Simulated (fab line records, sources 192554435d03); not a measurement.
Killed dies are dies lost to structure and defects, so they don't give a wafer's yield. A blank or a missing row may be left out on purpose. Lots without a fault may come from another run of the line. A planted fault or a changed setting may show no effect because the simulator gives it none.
fab line records | flow n5_finfet
record lots=5 wafers=15 last_day=20
route steps=1938 shown BEOL_M1@788 BEOL_M4@1111
lots that met no fault: from a run of the same line without faults
start_h: hours from the record's first day to the start of the lot's first wafer shown | wait_h: hours since the lot's step before | " the same as in the row above | L1.1+2: a row that stands for several wafers | - no value, or no start given | * or withheld: withheld | < > ~ a bound
route shown NAME@n: a module of which the file shows steps, and the number in the route of the first | usual: mean/standard deviation of fault-free wafers | same: alike in all rows | chamber/n: place in a boat | sites: the reading at each site | _std_site: their standard deviation | _edge_site: outer sites' mean less inner sites' | radius_mm: how far each site lies from the wafer's centre | mask NAME#n: copy n | behind: the tool/chamber that last shaped the wafer | hold: why the lot was held/for how many hours/how that ended | device: the transistor (n, p or np) that didn't switch | end of line: the same wafers' tests at the end of the route | a step without rows: its recipe alone | killed: dies lost to structure and defects at the first sort, not the wafer's yield | map: a wafer's dies, x killed, . not, _ none there
set.NAME: the setting as run; set.NAME@STEP: as run at that earlier step | model.NAME: the simulator's own value behind a step, which no gauge read
lots at some steps of the route; a table a step, a row a wafer
services: from which hour (start_h, from the record's first day; less than 0 if before it) a tool's chamber was out of use, for how many hours, and why
## steps
# step N5_BEOL_M1_INSPECT_30
# recipe mode=adi inspect_instrument=brightfield
# usual raw_defect_count=415/84
# columns lot.wafer tool chamber start_h wait_h raw_defect_count
L471.3 defect_inspect-02 - 141.10 0.0 642
L471.4 " - " " 499
L471.6 " - " " 364
L475.2 defect_inspect-01 - 175.37 0.0 358
L475.4 " - " " 433
L475.5 " - " " 448
L485.2 defect_inspect-02 - 275.06 0.0 619
L485.3 " - " " 468
L485.5 " - " " 510
L486.3 defect_inspect-01 - 276.07 0.0 512
L486.4 " - " " 383
L486.6 " - " " 345
L488.2 defect_inspect-01 - 310.27 0.0 360
L488.3 " - " " 343
L488.6 " - " " 333
# step N5_BEOL_M1_DESCUM_33
# recipe chemistry=O2 time_s=7 source_power_w=50 bias_power_w=20 pressure_mtorr=20 rf_frequency_hz=2.712e+07 temp_c=40 resist=CAR-EUV o2_flow_sccm=225
# step N5_BEOL_M1_ETCH_77
# recipe chemistry=N2/H2 target=underlayer target_depth_a=65 mask_material=CAR-EUV time_s=5.2 ion_energy_ev=200 pressure_mtorr=30 source_w=840 bias_w=150 n2_flow_sccm=200 h2_flow_sccm=200 ends=cleared
# usual drypump_motor_current_A=5.7/0.42 etch_rf_on_time_s=5.18/0.092 oes_product_au=0.67/0.079 rf_vpp_V=523.0/2.7 showerhead_plenum_p_Torr=2.51/0.081 throttle_valve_pct=17.94/0.17
# columns lot.wafer tool chamber start_h wait_h drypump_motor_current_A etch_rf_on_time_s oes_product_au rf_hours_counter_h rf_vpp_V showerhead_plenum_p_Torr throttle_valve_pct
L471.3 rie_diel-03 0 141.28 0.0 5.9 5.12 0.70 81 526.7 2.68 17.97
L471.4 " 3 " " 5.5 5.29 0.60 165 527.0 2.65 17.97
L471.6 " 0 " " 5.9 5.17 0.70 - 529.0 2.68 17.98
L475.2 rie_diel-03 0 175.44 0.0 5.9 5.17 0.70 94 527.7 2.68 17.99
L475.4 " 1 " " 5.7 5.14 0.62 185 524.0 2.53 18.31
L475.5 " 3 " " 5.5 5.30 0.60 - 526.7 2.64 17.99
L485.2 rie_diel-03 2 275.17 0.0 5.7 5.26 0.58 230 520.8 2.41 18.00
L485.3 " 1 " " 5.7 5.28 0.60 208 523.2 2.52 18.36
L485.5 " 1 " " 5.7 5.28 0.61 - 525.6 2.52 18.35
L486.3 rie_diel-02 3 276.14 0.0 5.9 5.08 0.62 199 519.8 2.42 17.95
L486.4 " 0 " " 4.8 5.03 0.81 19 526.5 2.59 17.78
L486.6 " 2 " " 6.0 5.07 0.72 - 522.5 2.47 17.87
L488.2 rie_diel-02 0 310.93 0.0 4.8 5.12 0.77 28 527.2 2.59 17.79
L488.3 " 3 " " 5.9 5.14 0.61 211 519.1 2.42 17.95
L488.6 " 3 " " 5.9 5.17 0.60 - 522.5 2.42 17.95
# step N5_BEOL_M1_ETCH_69
# recipe chemistry=CF4 target=SiARC target_depth_a=156 mask_material=CAR-EUV time_s=26 ion_energy_ev=80 pressure_mtorr=40 source_w=545 bias_w=36 Ar_flow_sccm=100 cf4_flow_sccm=100 ends=cleared
# usual drypump_motor_current_A=5.7/0.42 etch_rf_on_time_s=25.9/0.49 oes_product_au=0.67/0.078 rf_vpp_V=183.8/1.2 showerhead_plenum_p_Torr=2.12/0.065 throttle_valve_pct=15.66/0.17
# columns lot.wafer tool chamber start_h wait_h drypump_motor_current_A etch_rf_on_time_s oes_product_au rf_hours_counter_h rf_vpp_V showerhead_plenum_p_Torr throttle_valve_pct
L471.3 rie_diel-03 0 141.30 0.0 6.0 26.0 0.71 81 185.3 2.25 15.61
L471.4 " 3 " " 5.5 26.6 0.61 165 186.2 2.22 15.72
L471.6 " 0 " " 5.9 25.7 0.71 - 184.2 2.25 15.60
L475.2 rie_diel-03 0 175.45 0.0 5.9 26.0 0.69 94 186.9 2.25 15.63
L475.4 " 1 " " 5.7 26.2 0.62 185 183.4 2.13 15.93
L475.5 " 3 " " 5.4 26.5 0.60 - 186.1 2.22 15.77
L485.2 rie_diel-03 2 275.19 0.0 5.7 26.3 0.58 230 182.7 2.04 15.83
L485.3 " 1 " " 5.7 26.2 0.60 208 184.4 2.12 15.98
L485.5 " 1 " " 5.7 26.2 0.60 - 184.4 2.12 15.98
L486.3 rie_diel-02 3 276.15 0.0 5.9 25.3 0.62 199 183.3 2.05 15.62
L486.4 " 0 " " 4.8 25.0 0.82 19 184.4 2.18 15.48
L486.6 " 2 " " 6.1 25.3 0.72 - 184.9 2.08 15.62
L488.2 rie_diel-02 0 310.95 0.0 4.8 25.6 0.79 28 184.9 2.18 15.50
L488.3 " 3 " " 5.9 25.8 0.61 211 182.7 2.04 15.64
L488.6 " 3 " " 5.9 25.6 0.61 - 183.7 2.04 15.63
# step N5_BEOL_M1_ALD_98
# recipe material=SiO2 target_thk_a=25 temp_c=100 ald_precursor_family=BDEAS ald_co_reactant=O2-plasma pulse_time_s=1 co_reactant_pulse_time_s=1 purge_time_s=2 co_reactant_purge_time_s=2 ald_cycles=17 pressure_torr=2
# step N5_BEOL_M1_ETCHBACK_99
# recipe chemistry=CHF3 target=SiO2 target_depth_a=50 time_s=10.4 source_w=215 bias_w=47 Ar_flow_sccm=200 CHF3_flow_sccm=12 ion_energy_ev=100 pressure_mtorr=30
# step N5_BEOL_M1_ETCH_70
# recipe chemistry=N2/H2 target=SOC target_depth_a=800 overetch_a=160 mask_material=SiARC temp_c=40 time_s=120 ion_energy_ev=200 pressure_mtorr=30 source_w=840 bias_w=150 n2_flow_sccm=200 h2_flow_sccm=200
# step N5_BEOL_M1_STRIP_71
# recipe chemistry=N2/H2 temp_c=40 n2_flow_sccm=200 h2_flow_sccm=200 rf_frequency_hz=6e+07
# step N5_BEOL_M1_STRIP_78
# recipe chemistry=N2/H2 temp_c=40 n2_flow_sccm=200 h2_flow_sccm=200 rf_frequency_hz=6e+07
# step N5_BEOL_M1_VIA_ETCH_34
# recipe chemistry=C4F6/O2 target_depth_a=678 mask_material=SOC pressure_mtorr=15 ion_energy_ev=250 taper_deg=4 time_s=64.4 source_w=350 bias_w=170 Ar_flow_sccm=300 C4F6_flow_sccm=10 O2_flow_sccm=10
# usual drypump_motor_current_A=5.7/0.42 oes_product_au=0.78/0.09 rf_vpp_V=664/5.7 run_length_s=88.0/0.37 showerhead_plenum_p_Torr=2.81/0.082 throttle_valve_pct=30.83/0.18
# columns lot.wafer tool chamber start_h wait_h drypump_motor_current_A oes_product_au rf_hours_counter_h rf_vpp_V run_length_s showerhead_plenum_p_Torr throttle_valve_pct
L471.3 rie_diel-05 0 148.78 0.0 5.8 0.69 210 664 87.5 2.82 30.58
L471.4 " 1 " " 5.3 0.90 35 672 87.8 2.90 30.60
L471.6 " 2 " " 6.2 0.98 - 668 88.1 2.79 30.77
L475.2 rie_diel-02 3 182.72 0.0 5.9 0.74 179 653 88.4 2.72 30.64
L475.4 " 1 " " 5.6 0.75 - 660 87.8 2.72 30.96
L475.5 " 2 " " 6.1 0.87 - 665 88.1 2.78 30.82
L486.3 rie_diel-02 1 278.82 0.0 5.6 0.73 180 657 88.1 2.71 30.96
L486.4 " 3 " " 5.9 0.72 199 653 88.2 2.71 30.64
L486.6 " 0 " " 4.8 0.94 - 665 88.6 2.89 30.67
L485.2 rie_diel-05 0 279.66 0.0 5.8 0.68 233 663 87.0 2.81 30.62
L485.3 " 1 " " 5.3 0.86 57 671 88.2 2.89 30.65
L485.5 " 0 " " 5.8 0.67 - 663 87.0 2.81 30.60
L488.2 rie_diel-05 3 311.47 0.0 6.4 0.75 181 671 87.8 2.83 31.10
L488.3 " 0 " " 5.8 0.67 246 663 87.2 2.80 30.61
L488.6 " 0 " " 5.8 0.67 - 663 87.1 2.80 30.62
# step N5_BEOL_M1_STRIP_83
# recipe chemistry=C4F6/O2 resist=SiARC rf_frequency_hz=6e+07
# step N5_BEOL_M1_STRIP_36
# recipe chemistry=N2/H2 power_w=450 temp_c=40 pressure_mtorr=20 rf_frequency_hz=6e+07 overash_fraction=0.3 bias_power_w=7 h2_frac=0.5 n2_flow_sccm=200 h2_flow_sccm=200
# step N5_BEOL_M1_TRENCH_ETCH_37
# recipe chemistry=C4F6/O2 target_depth_a=552.07 target=SiOC time_s=29 ion_energy_ev=250 pressure_mtorr=30 source_w=355 bias_w=185 Ar_flow_sccm=300 C4F6_flow_sccm=10 O2_flow_sccm=10
# usual drypump_motor_current_A=5.7/0.42 oes_product_au=0.78/0.091 rf_vpp_V=664/5.7 run_length_s=52.5/0.36 showerhead_plenum_p_Torr=2.81/0.082 throttle_valve_pct=20.92/0.17
# columns lot.wafer tool chamber start_h wait_h drypump_motor_current_A oes_product_au rf_hours_counter_h rf_vpp_V run_length_s showerhead_plenum_p_Torr throttle_valve_pct model.etch.depth_nm model.BEOL_M1.feature_depth_nm
L471.3 rie_diel-05 0 148.88 - 5.8 0.70 210 664 51.5 2.82 20.69 54.28 54.2
L471.4 " 1 " " 5.3 0.90 36 671 52.5 2.90 20.61 56.29 56.2
L471.6 " 2 " " 6.2 0.98 - 666 53.1 2.80 20.82 56.37 56.4
L475.2 rie_diel-02 3 182.82 - 5.9 0.74 179 653 52.9 2.72 20.77 55.8 55.8
L475.4 " 1 " " 5.6 0.75 - 658 52.7 2.73 21.04 54.16 54.2
L475.5 " 2 " " 6.1 0.87 - 665 49.1 2.78 20.91 49.37 49.4
L486.3 rie_diel-02 1 278.92 - 5.6 0.73 180 658 52.7 2.72 21.08 54.9 54.8
L486.4 " 3 " " 5.9 0.72 199 652 52.5 2.72 20.81 55.26 55.2
L486.6 " 0 " " 4.8 0.94 - 664 52.7 2.90 20.79 56.48 56.4
L485.2 rie_diel-05 0 279.76 - 5.8 0.68 233 663 51.5 2.81 20.73 53.97 54
L485.3 " 1 " " 5.4 0.87 57 671 52.9 2.89 20.66 56 56
L485.5 " 0 " " 5.8 0.67 - 664 51.8 2.81 20.72 53.46 53.4
L488.2 rie_diel-05 3 311.57 - 6.3 0.74 181 670 52.3 2.83 21.20 55.23 55.2
L488.3 " 0 " " 5.8 0.67 246 663 52.0 2.81 20.74 53.76 53.8
L488.6 " 0 " " 5.8 0.67 - 663 51.7 2.81 20.72 53.22 53.2
# step N5_BEOL_M1_ETCH_41
# recipe chemistry=CH3F/O2 target=SiCN target_depth_a=319 taper_deg=2 time_s=57.8 ion_energy_ev=120 mask_material=TiN pressure_mtorr=30 source_w=395 bias_w=75 Ar_flow_sccm=150 CH3F_flow_sccm=30 O2_flow_sccm=20
# usual CH3F_flow_sccm=30.02/0.098 drypump_motor_current_A=5.7/0.42 oes_product_au=0.78/0.09 rf_vpp_V=296.9/1.5 run_length_s=81.3/0.33 showerhead_plenum_p_Torr=1.98/0.06 throttle_valve_pct=16.38/0.18
# columns lot.wafer tool chamber start_h wait_h CH3F_flow_sccm drypump_motor_current_A oes_product_au rf_hours_counter_h rf_vpp_V run_length_s showerhead_plenum_p_Torr throttle_valve_pct
L471.3 rie_diel-05 0 - - 30.13 5.8 0.69 210 297.8 80.4 1.98 16.20
L471.4 " 1 " " 30.05 5.3 0.90 36 298.8 81.3 2.04 16.02
L471.6 " 2 " " 30.05 6.2 0.97 - 296.8 81.1 1.97 16.23
L475.2 rie_diel-02 3 - - 29.80 5.9 0.73 179 296.6 81.3 1.91 16.26
L475.4 " 1 " " 30.07 5.6 0.75 - 296.9 81.4 1.91 16.52
L475.5 " 2 " " 29.95 6.1 0.86 - 298.3 81.2 1.95 16.30
L486.3 rie_diel-02 1 - - 30.00 5.6 0.74 180 296.0 81.3 1.91 16.56
L486.4 " 3 " " 30.02 5.9 0.72 199 294.3 81.3 1.90 16.32
L486.6 " 0 " " 30.17 4.8 0.94 - 297.1 81.5 2.04 16.19
L485.2 rie_diel-05 0 - - 30.01 5.8 0.67 233 296.6 80.6 1.97 16.24
L485.3 " 1 " " 30.05 5.3 0.85 57 298.3 81.4 2.04 16.08
L485.5 " 0 " " 30.07 5.8 0.67 - 297.5 80.5 1.97 16.24
L488.2 rie_diel-05 3 - - 29.93 6.3 0.74 181 297.9 81.5 1.99 16.67
L488.3 " 0 " " 29.98 5.8 0.66 246 295.5 81.0 1.97 16.25
L488.6 " 0 " " 30.06 5.8 0.67 - 297.2 80.8 1.97 16.26
# step N5_BEOL_M1_STRIP_97
# recipe chemistry=N2/H2 time_s=10 power_w=450 temp_c=40 pressure_mtorr=20 rf_frequency_hz=6e+07 bias_power_w=7 n2_flow_sccm=200 h2_flow_sccm=200
# usual drypump_motor_current_A=5.7/0.43 oes_product_au=0.78/0.09 rf_vpp_V=59.2/0.77 showerhead_plenum_p_Torr=2.51/0.077 throttle_valve_pct=23.77/0.19
# columns lot.wafer tool chamber start_h wait_h drypump_motor_current_A oes_product_au rf_hours_counter_h rf_vpp_V showerhead_plenum_p_Torr throttle_valve_pct
L471.3 rie_diel-05 0 - - 5.8 0.69 210 58.0 2.51 23.57
L471.4 " 1 " " 5.3 0.91 36 60.5 2.59 23.54
L471.6 " 2 " " 6.2 0.98 - 59.2 2.49 23.46
L475.2 rie_diel-02 3 - - 5.9 0.73 179 59.3 2.43 23.78
L475.4 " 1 " " 5.6 0.76 - 57.9 2.43 23.97
L475.5 " 2 " " 6.1 0.86 - 58.3 2.47 23.69
L486.3 rie_diel-02 1 - - 5.6 0.74 180 58.3 2.42 23.99
L486.4 " 3 " " 5.9 0.71 199 58.1 2.42 23.79
L486.6 " 0 " " 4.8 0.94 - 59.6 2.59 23.67
L485.2 rie_diel-05 0 - - 5.8 0.67 233 59.0 2.50 23.58
L485.3 " 1 " " 5.4 0.88 57 59.3 2.58 23.56
L485.5 " 0 " " 5.8 0.68 - 58.7 2.50 23.60
L488.2 rie_diel-05 3 - - 6.4 0.73 181 59.4 2.52 23.96
L488.3 " 0 " " 5.8 0.67 246 59.9 2.49 23.64
L488.6 " 0 " " 5.8 0.66 - 58.9 2.49 23.61
# step N5_BEOL_M1_OCD_MEAS_38
# usual trench_depth_nm=55.2/0.88
# columns lot.wafer tool chamber start_h wait_h trench_depth_nm
L471.3 ocd-01 - 149.04 - 54.2
L471.4 " - " " 56.7
L471.6 " - " " 56.4
L475.2 ocd-02 - 182.98 - 56.4
L475.4 " - " " 54.3
L475.5 " - " " 49.4
L486.3 ocd-02 - 279.08 - 55.2
L486.4 " - " " 55.1
L486.6 " - " " 56.5
L485.2 ocd-02 - 279.91 - 53.5
L485.3 " - " " 56.2
L485.5 " - " " 53.3
L488.2 ocd-02 - 311.73 - 54.8
L488.3 " - " " 54.2
L488.6 " - " " 53.1
# step N5_BEOL_M1_HM_STRIP_39
# recipe chemistry=peroxide_tin_strip material=TiN target_depth_a=250 temp_c=50 time_s=158
# step N5_BEOL_M4_RC_MEAS_101
# usual DIBL_N=36.5/1.2 DIBL_P=36.5/1.6 IOFF_N=0.162/0.023 IOFF_P=0.221/0.03 ION_N=678/8 ION_P=466/6.3 SS_N=71.6/0.46 SS_P=73.3/0.57 VT_N=249.2/2.6 VT_P=-249/3.3
# columns lot.wafer tool chamber start_h wait_h DIBL_N[mV/V] DIBL_P[mV/V] IOFF_N[nA/um] IOFF_P[nA/um] ION_N[uA/um] ION_P[uA/um] SS_N[mV/dec] SS_P[mV/dec] VT_N[mV] VT_P[mV]
L471.3 prober-02 0 235.48 0.3 35.4 33.4 0.131 0.216 676 473 71.3 72.9 250.2 -246
L471.4 " 0 " " 37.0 35.5 0.156 0.242 679 471 70.9 72.6 246.5 -246
L471.6 " 0 " " 35.7 34.1 0.142 0.223 674 464 71.4 72.7 249.0 -249
L475.2 prober-02 0 254.99 0.2 36.7 37.4 0.147 0.180 676 458 71.2 73.0 253.0 -254
L475.4 " 0 " " 36.0 37.2 0.143 0.176 666 454 70.7 74.2 252.7 -256
L475.5 " 0 " " 36.7 38.4 0.163 0.199 678 465 71.6 73.3 248.5 -251
L486.3 prober-01 0 324.04 0.3 37.6 41.0 0.226 0.292 692 478 72.8 73.8 243.8 -244
L486.4 " 0 " " 34.6 37.4 0.157 0.224 685 474 71.3 73.6 246.7 -248
L486.6 " 0 " " 34.3 36.7 0.150 0.209 679 464 72.0 72.6 247.5 -249
L485.2 prober-01 0 325.84 0.2 35.2 35.3 0.146 0.186 676 460 71.1 72.7 249.7 -253
L485.3 " 0 " " 35.0 34.9 0.140 0.182 686 462 71.2 72.3 250.2 -253
L485.5 " 0 " " 37.0 37.6 0.172 0.231 681 468 71.4 73.8 246.7 -250
L488.2 prober-01 0 364.69 0.2 38.4 36.8 0.175 0.215 679 463 72.2 73.7 247.2 -250
L488.3 " 0 " " 36.3 34.5 0.132 0.182 666 456 71.5 73.0 251.7 -253
L488.6 " 0 " " 36.9 35.7 0.151 0.199 680 465 71.8 73.7 248.9 -250
## services
# columns tool chamber start_h hours kind
rie_diel-02 - 151.09 15.6 pm
rie_diel-05 - 153.22 28.1 pm
rie_diel-02 0 173.56 - clean
rie_diel-02 0 173.56 - consumable_replace:focus_ring
rie_diel-02 0 173.56 25.7 scheduled_down
rie_diel-02 0 173.56 25.7 vent_cycle
rie_diel-05 3 189.24 1.3 repair
rie_diel-05 - 207.38 2.6 repair
rie_diel-05 1 213.83 14.7 repair
rie_diel-05 - 217.62 0.7 repair
rie_diel-05 3 227.96 6.0 repair
rie_diel-05 1 229.85 2.6 repair
rie_diel-02 - 241.35 2.8 pm
rie_diel-05 0 249.90 1.2 repair
rie_diel-02 3 250.98 4.4 repair
rie_diel-03 3 251.86 6.5 repair
rie_diel-05 2 281.14 7.1 repair
rie_diel-02 0 294.77 12.3 repair
## key
first_sign step=N5_BEOL_M1_TRENCH_ETCH_37 reading=run_length_s direction=down sigmas=9.4 usual=* struck=*
effect step=N5_BEOL_M1_OCD_MEAS_38 reading=trench_depth_nm direction=down sigmas=6.5 usual=55.2 struck=49.4
model_effect step=N5_BEOL_M1_TRENCH_ETCH_37 value=etch.depth_nm without=55.87 struck=49.37
met_at N5_BEOL_M1_TRENCH_ETCH_37
struck_wafers L475.5
fault kind=process_parameter_drift tool=rie_diel-02 chamber=2 onset_h=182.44 steps=N5_BEOL_M1_TRENCH_ETCH_37 channel=time_s offset=* shape=step end_h=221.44 acts_in=* stated=*
